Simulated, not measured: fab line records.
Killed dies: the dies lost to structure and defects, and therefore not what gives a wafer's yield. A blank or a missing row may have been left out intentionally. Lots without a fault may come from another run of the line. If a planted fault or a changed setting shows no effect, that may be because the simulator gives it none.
Which tool was responsible?    flow n5Finfet    8 lots, 24 wafers sampled, at 5 steps of a route of 1938

== WHAT THE GAUGES READ, wafer by wafer ==
N5_BEOL_M4_RC_MEAS_101. Usual: DIBL_N 36.3 mV/V, standard deviation 1.4; DIBL_P 35.7 mV/V, standard deviation 1.5; IOFF_N 0.155 nA/um, standard deviation 0.022; IOFF_P 0.204 nA/um, standard deviation 0.027; ION_N 671 uA/um, standard deviation 9; ION_P 459 uA/um, standard deviation 6.2; SS_N 71.5 mV/dec, standard deviation 0.54; SS_P 73.1 mV/dec, standard deviation 0.56; VT_N 250.2 mV, standard deviation 2.6; VT_P -251 mV, standard deviation 3.3.
lot   measured      on         DIBL_N (mV/V)   DIBL_P (mV/V)   IOFF_N (nA/um)     IOFF_P (nA/um)     ION_N (uA/um)  ION_P (uA/um)  SS_N (mV/dec)   SS_P (mV/dec)   VT_N (mV)          VT_P (mV)       flag
L943  day 8 15:50   prober-02  37.2 35.4 34.5  36.6 34.2 32.8  0.163 0.129 0.117  0.231 0.187 0.180  675 664 659    466 461 458    71.6 70.4 70.5  73.9 73.0 72.1  247.0 253.1 252.6  -247 -248 -250  
L956  day 11 13:34  prober-01  36.8 36.0 35.6  34.0 33.6 33.8  0.151 0.138 0.136  0.169 0.161 0.166  666 667 671    454 451 457    71.4 71.5 71.4  72.9 72.5 73.1  248.8 253.7 252.2  -257 -254 -256  
L957  day 11 15:41  prober-02  38.7 38.6 37.4  36.4 36.9 35.5  0.170 0.167 0.143  0.212 0.211 0.199  677 673 668    462 457 456    72.5 72.1 72.0  73.1 74.2 73.8  246.9 247.0 252.2  -247 -252 -251  
L954  day 11 16:56  prober-01  35.5 35.8 34.5  37.0 36.9 36.1  0.149 0.160 0.144  0.189 0.193 0.182  677 672 668    458 457 454    71.5 71.5 71.3  73.8 72.9 73.4  249.4 250.1 250.6  -251 -254 -250  
L960  day 12 10:29  prober-01  34.1 35.0 35.4  33.5 34.6 34.6  0.119 0.131 0.138  0.174 0.185 0.192  666 664 677    457 457 462    71.0 71.2 71.6  72.7 72.9 73.0  253.2 252.5 250.7  -252 -251 -251  
L962  day 13 05:38  prober-01  36.0 34.7 37.8  35.2 33.2 37.7  0.143 0.120 0.188  0.185 0.159 0.224  674 655 682    459 450 464    71.3 72.0 71.5  72.9 72.7 73.9  252.5 253.5 245.5  -254 -254 -251  
L964  day 13 14:47  prober-01  33.6 36.1 33.8  33.7 36.6 33.5  0.105 0.139 0.106  0.161 0.207 0.159  653 663 644    456 461 452    71.3 71.6 70.9  72.2 73.2 72.9  254.8 251.6 255.0  -251 -251 -254  
L965  day 13 19:38  prober-01  35.3 37.3 35.1  34.7 35.9 34.5  0.137 0.166 0.135  0.179 0.192 0.178  669 671 668    460 452 457    71.7 71.9 71.5  72.8 72.1 72.3  250.5 249.3 253.9  -255 -252 -253  

N5_BEOL_M11_INSPECT_30: inspects for defects (brightfield). Usual: rawDefectCount 481, standard deviation 94.
lot   measured      on                rawDefectCount  flag
L943  day 11 01:35  defectInspect-02  581 429 566     
L956  day 13 22:14  defectInspect-01  119 115 132     OFF
L957  day 14 05:53  defectInspect-02  182 183 193     OFF
L954  day 14 06:04  defectInspect-02  155 143 127     OFF
L960  day 14 23:07  defectInspect-01  544 711 658     
L962  day 15 19:46  defectInspect-02  317 313 368     
L964  day 15 20:08  defectInspect-02  473 536 462     
L965  day 16 05:19  defectInspect-01  631 601 364     

== WHICH TOOL RAN EACH LOT (tool, then ch and the chambers of the sampled wafers, then the start) ==
lot   N5_BEOL_M11_ETCH_62                N5_BEOL_M11_STRIP_67               N5_BEOL_M11_STRIP_19
L943  rieDiel-04 ch 0,2, day 10 22:44    rieDiel-04 ch 0,2, day 10 22:53    rieDiel-06 ch 0,3, day 10 23:02
L956  rieDiel-06 ch 2,3, day 13 21:14    rieDiel-06 ch 2,3, day 13 21:23    rieDiel-06 ch 0,3, day 13 21:32
L957  rieDiel-02 ch 0,2,3, day 14 04:37  rieDiel-02 ch 0,2,3, day 14 04:46  rieDiel-04 ch 1,2,3, day 14 04:58
L954  rieDiel-04 ch 0,1,3, day 14 04:49  rieDiel-04 ch 0,1,3, day 14 04:57  rieDiel-02 ch 0,3, day 14 05:07
L960  rieDiel-02 ch 0,2, day 14 21:22    rieDiel-02 ch 0,2, day 14 21:31    rieDiel-04 ch 2,3, day 14 21:41
L962  rieDiel-04 ch 0,1,3, day 15 18:55  rieDiel-04 ch 0,1,3, day 15 19:04  rieDiel-06 ch 0,1,2, day 15 19:14
L964  rieDiel-02 ch 0,1,3, day 15 19:25  rieDiel-02 ch 0,1,3, day 15 19:34  rieDiel-06 ch 0,1, day 15 19:43
L965  rieDiel-02 ch 0,1, day 16 01:49    rieDiel-02 ch 0,1, day 16 01:58    rieDiel-04 ch 2,3, day 16 02:09
- N5_BEOL_M11_ETCH_62: etches SOC in N2/H2, target depth 110 nm, overetch 22 nm, time 165 s.
- N5_BEOL_M11_STRIP_67: strips in CF4.
- N5_BEOL_M11_STRIP_19: strips in O2.

== AS READ BY THE TOOLS THEMSELVES (means over the sampled wafers that have a number; for cases with no such wafer, the mark the record gives instead) ==
N5_BEOL_M11_ETCH_62. Usual: drypumpMotorCurrentA 5.80 A, standard deviation 0.29; oesProductAu 0.68 a.u., standard deviation 0.075; rfVppV 523.8 V, standard deviation 2.4; showerheadPlenumPTorr 2.54 Torr, standard deviation 0.079; throttleValvePct 17.9 %, standard deviation 0.31.
lot   tool        drypumpMotorCurrentA (A)  oesProductAu (a.u.)  rfVppV (V)  showerheadPlenumPTorr (Torr)  throttleValvePct (%)  flag
L943  rieDiel-04  5.83                      0.71                 523.7       2.54                          17.5                  
L956  rieDiel-06  6.03                      0.63                 522.6       2.50                          18.0                  
L957  rieDiel-02  5.67                      0.67                 523.3       2.51                          17.9                  
L954  rieDiel-04  5.85                      0.66                 525.7       2.61                          18.2                  
L960  rieDiel-02  5.82                      0.62                 522.2       2.48                          18.1                  
L962  rieDiel-04  5.85                      0.73                 526.1       2.60                          18.0                  
L964  rieDiel-02  5.88                      0.72                 523.8       2.53                          17.9                  
L965  rieDiel-02  6.03                      0.66                 522.6       2.50                          18.0                  

N5_BEOL_M11_STRIP_67. Usual: biasPowerW 74.98 W, standard deviation 0.21; cf4FlowSccm 149.9 sccm, standard deviation 0.47; drypumpMotorCurrentA 5.79 A, standard deviation 0.29; oesProductAu 0.80 a.u., standard deviation 0.088; powerW 299.9 W, standard deviation 0.82; rfVppV 271.2 V, standard deviation 1.4; showerheadPlenumPTorr 1.79 Torr, standard deviation 0.054; throttleValvePct 13.6 %, standard deviation 0.31.
lot   tool        biasPowerW (W)  cf4FlowSccm (sccm)  drypumpMotorCurrentA (A)  oesProductAu (a.u.)  powerW (W)  rfVppV (V)  showerheadPlenumPTorr (Torr)  throttleValvePct (%)  flag
L943  rieDiel-04  74.97           149.5               5.81                      0.83                 299.7       270.9       1.79                          13.3                  
L956  rieDiel-06  74.91           149.8               6.02                      0.75                 300.2       270.6       1.78                          13.8                  
L957  rieDiel-02  74.76           149.3               5.66                      0.79                 299.9       271.2       1.77                          13.6                  
L954  rieDiel-04  74.86           149.6               5.85                      0.77                 299.7       273.1       1.84                          13.8                  
L960  rieDiel-02  75.03           150.3               5.83                      0.73                 298.5       271.2       1.76                          13.8                  
L962  rieDiel-04  75.24           149.8               5.86                      0.86                 300.6       271.1       1.83                          13.6                  
L964  rieDiel-02  75.08           150.4               5.85                      0.84                 299.9       270.8       1.79                          13.6                  
L965  rieDiel-02  75.14           150.2               6.03                      0.78                 299.7       270.2       1.77                          13.8                  

N5_BEOL_M11_STRIP_19. Usual: chamberPressureMTorr is 30.00 mTorr with standard deviation 0.033, drypumpMotorCurrentA is 5.85 A with standard deviation 0.24, o2FlowSccm is 225.0 sccm with standard deviation 0.6, oesProductAu is 0.81 a.u. with standard deviation 0.092, rfVppV is 3.7 V with standard deviation 0.65, showerheadPlenumPTorr is 2.11 Torr with standard deviation 0.063, and throttleValvePct is 16.71 % with standard deviation 0.3.
lot   tool        chamberPressureMTorr (mTorr)  drypumpMotorCurrentA (A)  o2FlowSccm (sccm)  oesProductAu (a.u.)  rfVppV (V)  showerheadPlenumPTorr (Torr)  throttleValvePct (%)  flag
L943  rieDiel-06  29.99                         6.04                      225.5              0.74                 3.5         2.07                          16.92                 
L956  rieDiel-06  -                             -                         -                  -                    -           -                             -                     OFF
L957  rieDiel-04  -                             -                         -                  -                    -           -                             -                     OFF
L954  rieDiel-02  -                             -                         -                  -                    -           -                             -                     OFF
L960  rieDiel-04  30.01                         5.70                      224.5              0.80                 2.9         2.05                          16.40                 
L962  rieDiel-06  30.01                         5.85                      224.8              0.82                 4.0         2.15                          16.67                 
L964  rieDiel-06  30.01                         5.91                      224.5              0.88                 3.6         2.15                          16.54                 
L965  rieDiel-04  30.01                         5.58                      224.9              0.93                 3.5         2.06                          16.40                 

== THE ANSWER, worked out from the rows above alone ==
Rule: a lot counts as off when the mean over its wafers that have a number is more than 3 standard deviations away from the usual mean. Also off: a lot with no number at a reading for which 4 or more lots have one. The other lots that the step has rows for count as sound. Order of review: gauges by route order, followed by the tools' own readings, for which a lot's mean as printed above is used. The first step at which some lot is off is used, and at that step the reading that is off furthest; a lot without a number counts as furthest.
Off: L956, L957, L954, at N5_BEOL_M11_INSPECT_30 (rawDefectCount).
If a tool, at a process step before that reading, ran all the lots that are off and no sound lot after the first of them, it fits. Not tried: the gauges at N5_BEOL_M11_INSPECT_30; whatever is off there is also off at N5_BEOL_M11_STRIP_19, on other tools, and gauge error can't account for it. No candidate that was tried fits.

== WHAT WAS PUT IN BY THE SIMULATOR ==
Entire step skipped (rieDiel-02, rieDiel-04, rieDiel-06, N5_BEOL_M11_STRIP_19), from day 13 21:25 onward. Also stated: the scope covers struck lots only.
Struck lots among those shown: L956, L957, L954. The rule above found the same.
